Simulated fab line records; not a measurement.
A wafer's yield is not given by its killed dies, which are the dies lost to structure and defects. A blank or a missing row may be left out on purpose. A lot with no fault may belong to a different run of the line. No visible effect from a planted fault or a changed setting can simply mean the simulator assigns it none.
fab line records ; flow nand_harc
record: lots: 5; wafers: 15; last_day: 32
route steps=1302 shown A_CONTACT@1016 END@1302
lots untouched by any fault: they come from a run of this same line in which no faults occurred
start_h: hours from the record's opening day to when the first of the lot's shown wafers began ; wait_h: hours since the lot's step before ; " identical to the entry in the row above ; L1.1+2: several wafers, shown together as one row ; - value missing, or start not given ; * or withheld: withheld ; < > ~ a bound
route shown NAME@n: a module of which the file shows steps, and the number in the route of the first ; usual: mean/standard deviation taken from wafers without a fault ; same: alike in all rows ; chamber/n: place in a boat ; sites: the reading at each site ; _std_site: the values' standard deviation ; _edge_site: inner sites' mean taken away from outer sites' mean ; radius_mm: for every site, how far away it sits from the centre of the wafer ; mask NAME#n: copy n ; behind: the most recent tool/chamber to have shaped the wafer ; hold: cause of the lot's hold/its duration in hours/its outcome ; device: transistor that didn't switch, given as n, p or np ; end of line: at the end of the route, the tests of the same wafers ; step lacking rows: just its recipe ; killed: count of dies lost to structure and defects at first sort (not the wafer's yield) ; map: dies across one wafer; x = killed, . = not, _ = none there
set.NAME: the run value of the setting; set.NAME@STEP: its run value at that earlier step ; model.NAME: the simulator's own value behind a step, which no gauge read
lots at some steps of the route; a table a step, a row a wafer
services: a tool's chamber out of use, with start hour (start_h, from the record's first day; less than 0 if before it), hours out, and reason
== steps ==
step: NHARC_A_CONTACT_ETCH_122
recipe: source_w: withheld; pressure_mtorr: 20; bias_v: 3000; time_s: 190; target_depth_a: 18500; ar_flow_sccm: withheld; c4f8_flow_sccm: withheld; o2_flow_sccm: withheld; chemistry: C4F8/O2/Ar
step: NHARC_A_CONTACT_ETCH_123
recipe: source_w: withheld; pressure_mtorr: 20; bias_v: 400; time_s: 490; target_depth_a: 21100; ar_flow_sccm: withheld; c4f8_flow_sccm: 11.5; o2_flow_sccm: 7.2; chemistry: C4F8/O2/Ar
step: NHARC_A_CONTACT_ETCH_90
recipe: target_depth_a: 400; over_etch_frac: 0.5; time_s: 85.7; ion_energy_ev: 120; ch3f_flow_sccm: 50; o2_flow_sccm: 30; ar_flow_sccm: 200; rf_w: 500; bias_w: 100; chemistry: CH3F/O2
step: NHARC_A_CONTACT_ETCH_96
recipe: target_depth_a: 200; over_etch_frac: 0.5; time_s: 10; ion_energy_ev: 250; c4f6_flow_sccm: 25; o2_flow_sccm: 20; ar_flow_sccm: 500; rf_w: 600; bias_w: 500; chemistry: C4F6/O2
usual: drypump_motor_current_A: 5.7/0.33; oes_product_au: 0.975/0.026; rf_fwd_power_W: 586.4/2.6; rf_vpp_V: 546.4/2.4; showerhead_plenum_p_Torr: 3.90/0.11; throttle_valve_pct: 26.903/0.0085
lot.wafer;tool;chamber;start_h;wait_h;drypump_motor_current_A;oes_product_au;rf_fwd_power_W;rf_hours_counter_h;rf_vpp_V;showerhead_plenum_p_Torr;throttle_valve_pct
L603.1;rie_diel-05;1;-;-;5.3;0.946;585.6;41;548.9;4.03;26.910
L603.2;rie_diel-05;3;-;-;6.3;0.932;586.2;36;550.9;4.09;26.891
L603.5;rie_diel-05;1;-;-;5.4;0.957;585.9;-;548.4;4.03;26.903
L604.1;rie_diel-13;2;-;-;6.0;0.991;587.3;3;548.9;4.03;26.900
L604.2;rie_diel-13;1;-;-;5.4;1.001;585.9;4;546.1;3.82;26.907
L604.6;rie_diel-13;3;-;-;5.4;1.010;589.1;-;547.3;3.92;26.918
L613.4;rie_diel-13;0;-;-;5.7;0.961;581.8;21;543.7;3.86;26.916
L613.1;rie_diel-13;1;-;-;5.4;0.956;583.5;21;545.5;3.81;26.899
L613.5;rie_diel-13;0;-;-;5.7;0.952;585.6;-;545.7;3.86;26.907
L616.4;rie_diel-13;3;-;-;5.4;1.013;585.1;24;546.9;3.91;26.903
L616.2;rie_diel-13;0;-;-;5.7;1.000;585.2;26;546.5;3.86;26.908
L616.5;rie_diel-13;2;-;-;6.0;1.000;588.2;-;548.5;4.02;26.897
L617.4;rie_diel-13;0;-;-;5.7;0.938;585.6;29;547.1;3.86;26.901
L617.5;rie_diel-13;0;-;-;5.7;0.948;587.7;-;547.0;3.86;26.901
L617.6;rie_diel-13;1;-;-;5.4;0.948;587.9;-;543.9;3.81;26.904
step: NHARC_A_CONTACT_CD_MEAS_53
usual: cd_nm: 289.3/0.76
lot.wafer;tool;chamber;start_h;wait_h;cd_nm
L603.1;cd_sem-02;-;549.23;-;288.6
L603.2;cd_sem-02;-;549.23;-;288.6
L603.5;cd_sem-02;-;549.23;-;288.4
L604.1;cd_sem-03;-;555.97;-;288.3
L604.2;cd_sem-03;-;555.97;-;288.4
L604.6;cd_sem-03;-;555.97;-;287.8
L613.1;cd_sem-03;-;633.01;-;290.1
L613.4;cd_sem-03;-;633.01;-;289.4
L613.5;cd_sem-03;-;633.01;-;289.2
L616.2;cd_sem-03;-;679.87;-;288.5
L616.4;cd_sem-03;-;679.87;-;288.7
L616.5;cd_sem-03;-;679.87;-;288.9
L617.4;cd_sem-01;-;692.40;-;288.0
L617.5;cd_sem-01;-;692.40;-;288.0
L617.6;cd_sem-01;-;692.40;-;288.8
step: NHARC_A_CONTACT_STRIP_99
recipe: n2_flow_sccm: 150; h2_flow_sccm: 150; ar_flow_sccm: 0; bias_w: 0; chemistry: N2/H2
step: NHARC_A_CONTACT_STRIP_100
recipe: cf4_flow_sccm: 100; chf3_flow_sccm: 30; ar_flow_sccm: 0; bias_w: 0; chemistry: CF4/CHF3
step: NHARC_A_CONTACT_STRIP_101
recipe: o2_flow_sccm: 400; cos_flow_sccm: 20; ar_flow_sccm: 0; bias_w: 0; chemistry: O2/COS
step: NHARC_A_CONTACT_ETCH_102
recipe: target_depth_a: 1000; overetch_a: 100; time_s: 55; ion_energy_ev: 100; cf4_flow_sccm: 80; o2_flow_sccm: 20; ar_flow_sccm: 0; rf_w: 300; bias_w: 100; chemistry: CF4/O2
usual: drypump_motor_current_A: 5.6/0.38; oes_product_au: 0.998/0.007; rf_fwd_power_W: 296.9/1.2; rf_vpp_V: 197.7/1.1; showerhead_plenum_p_Torr: 1.32/0.041; throttle_valve_pct: 13.398/0.0092
lot.wafer;tool;chamber;start_h;wait_h;drypump_motor_current_A;oes_product_au;rf_fwd_power_W;rf_hours_counter_h;rf_vpp_V;showerhead_plenum_p_Torr;throttle_valve_pct
L603.1;rie_diel-09;2;549.52;0.0;5.8;0.992;299.9;16;196.3;1.26;13.392
L603.2;rie_diel-09;0;549.52;0.0;6.1;0.986;294.3;15;197.6;1.34;13.393
L603.5;rie_diel-09;3;549.52;0.0;5.5;0.990;297.8;-;197.3;1.32;13.394
L604.2;rie_diel-05;2;556.27;0.1;4.6;0.993;296.4;39;196.8;1.32;13.391
L604.1;rie_diel-05;3;556.27;0.1;6.3;0.997;296.1;38;199.3;1.40;13.394
L604.6;rie_diel-05;0;556.27;0.1;5.8;0.993;297.4;-;196.6;1.24;13.396
L613.1;rie_diel-05;2;633.32;0.1;4.7;0.997;296.0;9;197.7;1.31;13.380
L613.4;rie_diel-05;1;633.32;0.1;5.3;0.993;297.8;10;197.1;1.37;13.393
L613.5;rie_diel-05;2;633.32;0.1;4.7;1.001;296.8;-;197.1;1.31;13.400
L616.2;rie_diel-05;2;680.16;0.1;4.7;0.999;294.9;26;199.6;1.31;13.392
L616.4;rie_diel-05;3;680.16;0.1;6.3;1.001;296.4;22;198.1;1.39;13.397
L616.5;rie_diel-05;3;680.16;0.1;6.3;1.000;296.4;-;200.4;1.39;13.386
L617.4;rie_diel-05;3;692.75;0.1;6.3;0.995;297.7;28;198.1;1.39;13.405
L617.6;rie_diel-05;0;692.75;0.1;5.8;0.998;295.5;-;195.5;1.23;13.390
L617.5;rie_diel-05;1;692.75;0.1;5.3;0.989;297.6;-;197.6;1.36;13.392
step: NHARC_A_CONTACT_STRIP_55
recipe: o2_flow_sccm: 500; ar_flow_sccm: 0; bias_w: 0; chemistry: O2
step: NHARC_A_CONTACT_STRIP_56
recipe: time_s: 600; temp_c: 30; chemistry: post_etch_residue_remover
step: NHARC_A_CONTACT_DEP_57
recipe: target_thk_a: 53000; temp_c: 400; material: aC
step: NHARC_A_CONTACT_DEP_58
recipe: target_thk_a: 900; target_thk_nm: 90; temp_c: 400; pressure_torr: 3.5; flow_sccm: 200; rf_w: 350; material: SiON
usual: heater_power_w: 714/82; rf_fwd_power_W: 348.0/1.1
lot.wafer;tool;chamber;start_h;wait_h;heater_power_w;rf_fwd_power_W
L603.2;pecvd-02;2;559.48;2.2;854;349.8
L603.1;pecvd-02;0;559.48;2.2;817;346.2
L603.5;pecvd-02;0;559.48;2.2;838;346.7
L604.1;pecvd-04;2;566.28;2.7;817;347.5
L604.2;pecvd-04;0;566.28;2.7;679;345.7
L604.6;pecvd-04;2;566.28;2.7;665;348.8
L613.1;pecvd-02;1;638.01;2.7;570;345.3
L613.4;pecvd-02;2;638.01;2.7;764;348.5
L613.5;pecvd-02;0;638.01;2.7;733;348.4
L616.2;pecvd-02;0;688.88;2.2;794;350.1
L616.4;pecvd-02;0;688.88;2.2;799;347.1
L616.5;pecvd-02;2;688.88;2.2;776;348.6
L617.5;pecvd-04;0;698.20;0.6;838;346.8
L617.6;pecvd-04;1;698.20;0.6;704;348.1
L617.4;pecvd-04;2;698.20;0.6;689;351.3
step: NHARC_A_CONTACT_DEHYDRATE_59
recipe: temp_c: 150; time_s: 120
step: NHARC_A_CONTACT_HMDS_60
recipe: time_s: 30
step: NHARC_A_CONTACT_COAT_61
recipe: temp_c: 260; time_s: 75
step: NHARC_A_CONTACT_COAT_62
recipe: temp_c: 225; time_s: 65
step: NHARC_A_CONTACT_COAT_63
recipe: spin_rpm: 1500; resist_thk_nm: 90
step: NHARC_A_CONTACT_SOFTBAKE_64
recipe: temp_c: 105; time_s: 55
step: NHARC_A_CONTACT_EBR_65
step: NHARC_A_CONTACT_EXPOSE_66
recipe: na: 1.35; sigma_outer: 0.8; dose_mj: 59.02; mask_id: A_CC_2
step: NHARC_A_CONTACT_PEB_67
recipe: peb_temp_c: 100; peb_time_s: 65
step: NHARC_A_CONTACT_DEVELOP_68
recipe: develop_time_s: 35; dev_temp_c: 23
step: NHARC_A_CONTACT_CD_MEAS_69
recipe: target_cd_nm: 300; landing_energy_ev: 500
usual: cd_nm: 300.1/0.39
lot.wafer;tool;chamber;start_h;wait_h;cd_nm
L603.1;cd_sem-02;0;560.18;-;299.6
L603.2;cd_sem-02;0;560.18;-;300.4
L603.5;cd_sem-02;0;560.18;-;299.7
L604.1;cd_sem-01;0;566.99;-;300.7
L604.2;cd_sem-01;0;566.99;-;300.8
L604.6;cd_sem-01;0;566.99;-;300.4
L613.1;cd_sem-02;0;638.73;-;300.8
L613.4;cd_sem-02;0;638.73;-;299.8
L613.5;cd_sem-02;0;638.73;-;299.9
L616.2;cd_sem-03;0;689.60;-;299.6
L616.4;cd_sem-03;0;689.60;-;299.7
L616.5;cd_sem-03;0;689.60;-;300.0
L617.4;cd_sem-03;0;698.72;-;300.1
L617.5;cd_sem-03;0;698.72;-;299.9
L617.6;cd_sem-03;0;698.72;-;300.5
step: NHARC_A_CONTACT_OVL_MEAS_70
usual: overlay_x_nm: 0.2/0.84; overlay_y_nm: 0.1/0.73
lot.wafer;tool;chamber;start_h;wait_h;overlay_x_nm;overlay_y_nm
L603.1;overlay-01;-;560.27;-;-0.5;-1.1
L603.2;overlay-01;-;560.27;-;-0.4;-1.2
L603.5;overlay-01;-;560.27;-;-0.1;-1.5
L604.1;overlay-02;-;567.09;-;-0.1;-0.9
L604.2;overlay-02;-;567.09;-;-0.1;-0.2
L604.6;overlay-02;-;567.09;-;-0.5;-0.6
L613.1;overlay-01;-;638.82;-;-0.4;-0.4
L613.4;overlay-01;-;638.82;-;-0.6;-0.5
L613.5;overlay-01;-;638.82;-;-0.2;-0.2
L616.2;overlay-02;-;689.69;-;-1.0;-0.6
L616.4;overlay-02;-;689.69;-;-1.1;-1.0
L616.5;overlay-02;-;689.69;-;-1.1;-1.6
L617.4;overlay-01;-;698.80;-;1.2;0.0
L617.5;overlay-01;-;698.80;-;1.3;0.2
L617.6;overlay-01;-;698.80;-;0.6;0.3
step: NHARC_A_CONTACT_DESCUM_74
recipe: time_s: 3; o2_flow_sccm: 200; ar_flow_sccm: 0; bias_power_w: 0; chemistry: O2
step: NHARC_A_CONTACT_ETCH_75
recipe: target_depth_a: 390; over_etch_frac: 0.3; time_s: 65; ion_energy_ev: 80; cf4_flow_sccm: 150; ar_flow_sccm: 0; rf_w: 300; bias_w: 100; chemistry: CF4
step: NHARC_A_CONTACT_ETCH_76
recipe: target_depth_a: 2600; over_etch_frac: 0.3; time_s: 475.3; ion_energy_ev: 200; n2_flow_sccm: 150; h2_flow_sccm: 150; ar_flow_sccm: 0; rf_w: 400; bias_w: 150; chemistry: N2/H2
step: NHARC_A_CONTACT_ETCH_77
recipe: target_depth_a: 1089; time_s: 54.5; cf4_flow_sccm: 100; chf3_flow_sccm: 30; ar_flow_sccm: 0; rf_w: 500; bias_w: 200; chemistry: CF4/CHF3
step: NHARC_A_CONTACT_ETCH_78
recipe: target_depth_a: 53000; over_etch_frac: 0.3; time_s: 1378; ion_energy_ev: 150; o2_flow_sccm: 400; cos_flow_sccm: 20; ar_flow_sccm: 0; rf_w: 500; bias_w: 300; chemistry: O2/COS
usual: drypump_motor_current_A: 5.6/0.38; oes_product_au: 1.000/0.0078; rf_fwd_power_W: 499.7/1.8; rf_vpp_V: 313.9/1.6; showerhead_plenum_p_Torr: 3.10/0.093; throttle_valve_pct: 28.329/0.008
lot.wafer;tool;chamber;start_h;wait_h;drypump_motor_current_A;oes_product_au;rf_fwd_power_W;rf_hours_counter_h;rf_vpp_V;showerhead_plenum_p_Torr;throttle_valve_pct
L603.2;rie_diel-13;3;-;-;5.4;0.998;499.4;4;313.9;3.12;28.333
L603.1;rie_diel-13;0;-;-;5.7;1.008;501.1;5;314.1;3.08;28.343
L603.5;rie_diel-13;1;-;-;5.4;1.003;497.8;-;313.8;3.04;28.329
L604.1;rie_diel-13;2;-;-;6.0;0.984;499.5;6;316.4;3.21;28.339
L604.2;rie_diel-13;0;-;-;5.7;0.997;499.8;7;313.6;3.08;28.341
L604.6;rie_diel-13;2;-;-;6.0;0.994;499.5;-;313.9;3.21;28.328
L613.4;rie_diel-05;0;-;-;5.9;0.986;500.7;11;312.5;2.91;28.345
L613.1;rie_diel-05;2;-;-;4.6;1.002;500.3;11;312.7;3.07;28.331
L613.5;rie_diel-05;0;-;-;5.9;1.008;501.1;-;311.4;2.91;28.336
L616.4;rie_diel-05;0;-;-;5.9;1.002;499.7;33;310.7;2.90;28.333
L616.2;rie_diel-05;2;-;-;4.6;0.996;497.9;31;313.4;3.06;28.326
L616.5;rie_diel-05;3;-;-;6.3;0.996;497.4;-;315.6;3.24;28.329
L617.4;rie_diel-13;2;-;-;6.0;0.995;500.7;27;316.0;3.20;28.346
L617.6;rie_diel-13;3;-;-;5.4;1.010;500.2;-;314.1;3.11;28.329
L617.5;rie_diel-13;0;-;-;5.7;1.003;499.1;-;313.3;3.07;28.337
step: NHARC_A_CONTACT_ETCH_124
recipe: source_w: withheld; pressure_mtorr: 20; bias_v: withheld; time_s: 140; target_depth_a: 7000; ar_flow_sccm: withheld; c4f8_flow_sccm: withheld; o2_flow_sccm: withheld; chemistry: C4F8/O2/Ar
step: NHARC_A_CONTACT_ETCH_125
recipe: source_w: withheld; pressure_mtorr: 20; bias_v: 3000; time_s: 197; target_depth_a: 19180; ar_flow_sccm: withheld; c4f8_flow_sccm: withheld; o2_flow_sccm: withheld; chemistry: C4F8/O2/Ar
step: NHARC_A_CONTACT_ETCH_126
recipe: source_w: withheld; pressure_mtorr: 20; bias_v: 3000; time_s: 197; target_depth_a: 19180; ar_flow_sccm: withheld; c4f8_flow_sccm: withheld; o2_flow_sccm: withheld; chemistry: C4F8/O2/Ar
step: NHARC_A_CONTACT_ETCH_127
recipe: source_w: withheld; pressure_mtorr: 20; bias_v: 3000; time_s: 197; target_depth_a: 19180; ar_flow_sccm: withheld; c4f8_flow_sccm: withheld; o2_flow_sccm: withheld; chemistry: C4F8/O2/Ar
lot.wafer;tool;chamber;start_h;wait_h;rf_hours_counter_h
L603.2;har_cap_etch-03;0;562.46;0.1;55
L603.1;har_cap_etch-03;1;562.46;0.1;55
L603.5;har_cap_etch-03;0;562.46;0.1;-
L604.2;har_cap_etch-03;1;569.34;0.1;57
L604.1;har_cap_etch-03;0;569.34;0.1;57
L604.6;har_cap_etch-03;0;569.34;0.1;-
L613.1;har_cap_etch-01;1;641.05;0.1;23
L613.4;har_cap_etch-01;1;641.05;0.1;-
L613.5;har_cap_etch-01;1;641.05;0.1;-
L616.2;har_cap_etch-01;1;691.91;0.1;31
L616.4;har_cap_etch-01;0;691.91;0.1;-
L616.5;har_cap_etch-01;1;691.91;0.1;-
L617.4;har_cap_etch-02;1;701.05;0.1;-
L617.5;har_cap_etch-02;1;701.05;0.1;-
L617.6;har_cap_etch-02;0;701.05;0.1;-
step: NHARC_A_CONTACT_ETCH_128
recipe: source_w: withheld; pressure_mtorr: 20; bias_v: 3000; time_s: 197; target_depth_a: 19180; ar_flow_sccm: withheld; c4f8_flow_sccm: withheld; o2_flow_sccm: withheld; chemistry: C4F8/O2/Ar
step: NHARC_A_CONTACT_ETCH_129
recipe: source_w: withheld; pressure_mtorr: 20; bias_v: 3000; time_s: 197; target_depth_a: 19180; ar_flow_sccm: withheld; c4f8_flow_sccm: withheld; o2_flow_sccm: withheld; chemistry: C4F8/O2/Ar
step: NHARC_A_CONTACT_ETCH_130
recipe: source_w: withheld; pressure_mtorr: 20; bias_v: 3000; time_s: 197; target_depth_a: 19180; ar_flow_sccm: withheld; c4f8_flow_sccm: withheld; o2_flow_sccm: withheld; chemistry: C4F8/O2/Ar
step: NHARC_A_CONTACT_ETCH_131
recipe: source_w: withheld; pressure_mtorr: 20; bias_v: 3000; time_s: 197; target_depth_a: 19180; ar_flow_sccm: withheld; c4f8_flow_sccm: withheld; o2_flow_sccm: withheld; chemistry: C4F8/O2/Ar
step: NHARC_A_CONTACT_ETCH_132
recipe: source_w: withheld; pressure_mtorr: 20; bias_v: 3000; time_s: 197; target_depth_a: 19240; ar_flow_sccm: withheld; c4f8_flow_sccm: withheld; o2_flow_sccm: withheld; chemistry: C4F8/O2/Ar
step: NHARC_A_CONTACT_ETCH_133
recipe: source_w: withheld; pressure_mtorr: 20; bias_v: 400; time_s: 374; target_depth_a: 16100; ar_flow_sccm: withheld; c4f8_flow_sccm: 11.5; o2_flow_sccm: 7.2; chemistry: C4F8/O2/Ar
lot.wafer;tool;chamber;start_h;wait_h;rf_hours_counter_h
L603.2;har_cap_etch-03;0;563.51;0.1;56
L603.1;har_cap_etch-03;1;563.51;0.1;56
L603.5;har_cap_etch-03;0;563.51;0.1;-
L604.2;har_cap_etch-03;1;570.40;0.1;58
L604.1;har_cap_etch-03;0;570.40;0.1;58
L604.6;har_cap_etch-03;0;570.40;0.1;-
L613.1;har_cap_etch-01;1;642.16;0.2;24
L613.4;har_cap_etch-01;1;642.16;0.2;-
L613.5;har_cap_etch-01;1;642.16;0.2;-
L616.2;har_cap_etch-01;1;693.00;0.2;32
L616.4;har_cap_etch-01;0;693.00;0.2;-
L616.5;har_cap_etch-01;1;693.00;0.2;-
L617.4;har_cap_etch-02;1;702.19;0.2;-
L617.5;har_cap_etch-02;1;702.19;0.2;-
L617.6;har_cap_etch-02;0;702.19;0.2;-
step: NHARC_A_CONTACT_ETCH_91
recipe: target_depth_a: 400; over_etch_frac: 0.5; time_s: 85.7; ion_energy_ev: 120; ch3f_flow_sccm: 50; o2_flow_sccm: 30; ar_flow_sccm: 200; rf_w: 500; bias_w: 100; chemistry: CH3F/O2
step: NHARC_END_SORT_01
recipe: temp_c: 25
usual: killed_at_array: 54/20; killed_at_other: 0.9/1.1; killed_at_periphery: 3.8/2.4; killed_dies: 58/20; killed_open: 3.5/1.9; killed_short: 2.5/1.6
same: gross_dies: 677
lot.wafer;tool;chamber;start_h;wait_h;killed_at_array;killed_at_other;killed_at_periphery;killed_dies;killed_open;killed_short
L604.1;prober-01;0;624.90;2.5;61;0;4;65;6;3
L604.2;prober-01;0;625.70;2.8;41;0;2;43;1;3
L604.6;prober-01;0;628.89;4.0;58;2;3;63;8;2
L613.1;prober-01;0;697.96;2.5;98;1;3;102;1;4
L613.5;prober-01;0;701.13;3.7;73;1;0;74;3;1
L617.4;prober-01;0;765.16;3.4;120;0;8;128;1;2
L617.5;prober-01;0;765.96;3.7;147;1;2;150;3;1
L617.6;prober-01;0;766.75;4.0;124;1;7;132;2;3
killed by level:class
L604.1 A_SLIT:chamber_film_flake=25 A_CHANNEL_HOLE_D2:chamber_film_flake=20 P_CONTACT:geometric_particle:open=2 A_CHANNEL_HOLE_D1:chamber_film_flake=2 A_STAIRCASE:chamber_film_flake=2 A_WL_FILL:chamber_film_flake=2 A_CHANNEL_FILL_D1:geometric_particle:open=1 A_DECK1_JOINT:geometric_particle:short=1
L604.2 A_CHANNEL_HOLE_D2:chamber_film_flake=21 A_SLIT:chamber_film_flake=9 A_DECK1_JOINT:chamber_film_flake=3 A_CONTACT:chamber_film_flake=2 A_CHANNEL_HOLE_D1:chamber_film_flake=2 A_CHANNEL_FILL_D2:geometric_particle:short=1 A_WL_FILL:geometric_particle:short=1 A_M0:geometric_particle:short=1
L604.6 A_CHANNEL_HOLE_D2:chamber_film_flake=34 A_SLIT:chamber_film_flake=10 A_WL_FILL:geometric_particle:open=2 P_STI:chamber_film_flake=2 A_CHANNEL_HOLE_D1:chamber_film_flake=2 A_CONTACT:chamber_film_flake=2 THIN_TSV:chamber_film_flake=2 P_GATE:geometric_particle:open=1
L613.1 A_CHANNEL_HOLE_D1:chamber_film_flake=37 A_SLIT:chamber_film_flake=27 A_CHANNEL_HOLE_D2:chamber_film_flake=16 A_STAIRCASE:chamber_film_flake=5 A_CONTACT:chamber_film_flake=4 A_M0:chamber_film_flake=2 A_CHANNEL_HOLE_D1:geometric_particle:open=1 A_CHANNEL_FILL_D1:geometric_particle:short=1
L613.5 A_CHANNEL_HOLE_D1:chamber_film_flake=26 A_CHANNEL_HOLE_D2:chamber_film_flake=23 A_SLIT:chamber_film_flake=13 A_STAIRCASE:chamber_film_flake=3 A_CONTACT:chamber_film_flake=3 A_CHANNEL_FILL_D1:geometric_particle:open=1 A_CHANNEL_HOLE_D1:geometric_particle:open=1 A_WL_FILL:geometric_particle:open=1
L617.4 A_CONTACT:unspecified=70 A_CHANNEL_HOLE_D1:chamber_film_flake=29 A_CONTACT:chamber_film_flake=11 P_GATE:chamber_film_flake=7 A_STAIRCASE:chamber_film_flake=4 A_SLIT:chamber_film_flake=3 P_M1:geometric_particle:short=1 A_CHANNEL_FILL_D2:geometric_particle:open=1
L617.5 A_CONTACT:unspecified=89 A_CHANNEL_HOLE_D1:chamber_film_flake=37 A_SLIT:chamber_film_flake=6 A_CHANNEL_HOLE_D2:chamber_film_flake=4 A_STAIRCASE:chamber_film_flake=4 A_CONTACT:chamber_film_flake=3 A_CHANNEL_FILL_D1:geometric_particle:open=2 P_M0:geometric_particle:open=1
L617.6 A_CONTACT:unspecified=64 A_CHANNEL_HOLE_D1:chamber_film_flake=29 A_SLIT:chamber_film_flake=10 A_CONTACT:chamber_film_flake=9 A_STAIRCASE:chamber_film_flake=5 P_GATE:chamber_film_flake=4 A_CHANNEL_HOLE_D2:chamber_film_flake=3 P_M2:chamber_film_flake=2
map L617.5 (x killed, . not)
____________.____________
_________......._________
_______..........._______
______...........x.______
_____..........x...._____
____............x....____
____......x..........____
___.x.................___
___.......x...........___
__....x..x.xx.x........__
__.........x.x........x__
_........xx..xx........._
_..........xx.x........._
_......x...xx.x........._
_........xxxxx.........._
_........x.xxx.........._
..........xxx............
.........xxxxxxx.........
.........x.x..xx..x......
...........x.............
...............x.........
_.......x.....x...x....._
_..........x.xxx........_
_.........x.xxxxxxx....._
_.........x.xxxxxxxxx..._
_..x.......xxxxxxxx....._
__.........xxxxxxxx....__
__........xxxxxxxxxx...__
___.......xxxxxxxxx...___
___......x..xxxxxxx...___
____x......xxxxxxxx.x____
____........xxxxx....____
_____........xxx.x.._____
______....x.x.xxxxx______
_______.......xx.._______
_________....x.._________
____________x____________
map L604.1 (x killed, . not)
____________.____________
_________....x.._________
_______..........._______
______.............______
_____..............._____
____.................____
____.................____
___x................x.___
___...................___
__.....................__
__.....................__
_......................._
_......................._
_..........x............_
_......................._
_xx....................._
.......x....x............
.........................
........................x
.....................x...
.....x...................
_......................._
_......x......x........._
_.....x................._
_.....xx.x.............._
_....xxxx..............._
__....xxxx.............__
__..x..xxx.............__
___...xxx.............___
___...xxx.x......x....___
____..x.xx.xxx.......____
____.x.x.x.x..x......____
_____....x.xxxx....._____
______....xx.x.x...______
_______....xxx...._______
_________.xxxx.._________
____________x____________
== services ==
tool;chamber;start_h;hours;kind
rie_diel-13;-;526.35;9.0;pm
rie_diel-13;0;526.35;9.0;vent_cycle
rie_diel-13;1;526.35;9.0;vent_cycle
rie_diel-13;2;526.35;9.0;vent_cycle
rie_diel-13;3;526.35;9.0;vent_cycle
rie_diel-13;0;535.35;-;clean
rie_diel-13;1;535.35;-;clean
rie_diel-13;2;535.35;-;clean
rie_diel-13;3;535.35;-;clean
rie_diel-05;0;541.32;-;clean
rie_diel-09;3;560.62;8.5;repair
rie_diel-13;3;562.61;3.0;repair
pecvd-02;-;564.00;3.3;repair
rie_diel-09;1;566.46;6.7;repair
rie_diel-13;2;569.99;3.3;repair
rie_diel-05;-;587.88;9.0;pm
pecvd-02;-;589.38;13.0;pm
rie_diel-09;2;618.17;2.1;repair
pecvd-02;-;627.41;1.7;repair
rie_diel-09;2;631.50;4.8;repair
pecvd-04;-;631.51;13.0;pm
pecvd-02;-;645.17;0.7;repair
rie_diel-09;-;674.19;9.0;pm
rie_diel-05;2;693.72;16.0;repair
== key ==
first_sign: step: NHARC_END_SORT_01; reading: killed_at_array; direction: up; sigmas: 3.9; usual: 54; struck: 130
effect: step: NHARC_END_SORT_01; reading: killed_dies; direction: up; sigmas: 3.9; usual: 58; struck: 137
met_at NHARC_A_CONTACT_DEP_58
struck_wafers L617.4,L617.5,L617.6
tester_left_out L617
onset_between 566.28 698.20
also_fits time
earlier_fault: kind: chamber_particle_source; tool: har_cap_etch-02; chamber: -; onset_h: 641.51; steps: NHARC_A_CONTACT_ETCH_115; rate_per_visit_cm2: 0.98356
fault: kind: process_parameter_drift; tool: pecvd-04; chamber: -; onset_h: 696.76; steps: NHARC_A_CONTACT_DEP_58; channel: flow_sccm; offset: *; shape: step; end_h: 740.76; acts_in: *; stated: *
tester_left_out: of these lots the tester's yield and bins aren't shown, on N5 and GAA mostly nor the transistor test; their killed dies are dies lost to structure and defects alone, not to doping, threshold or leakage, so they don't give the yield
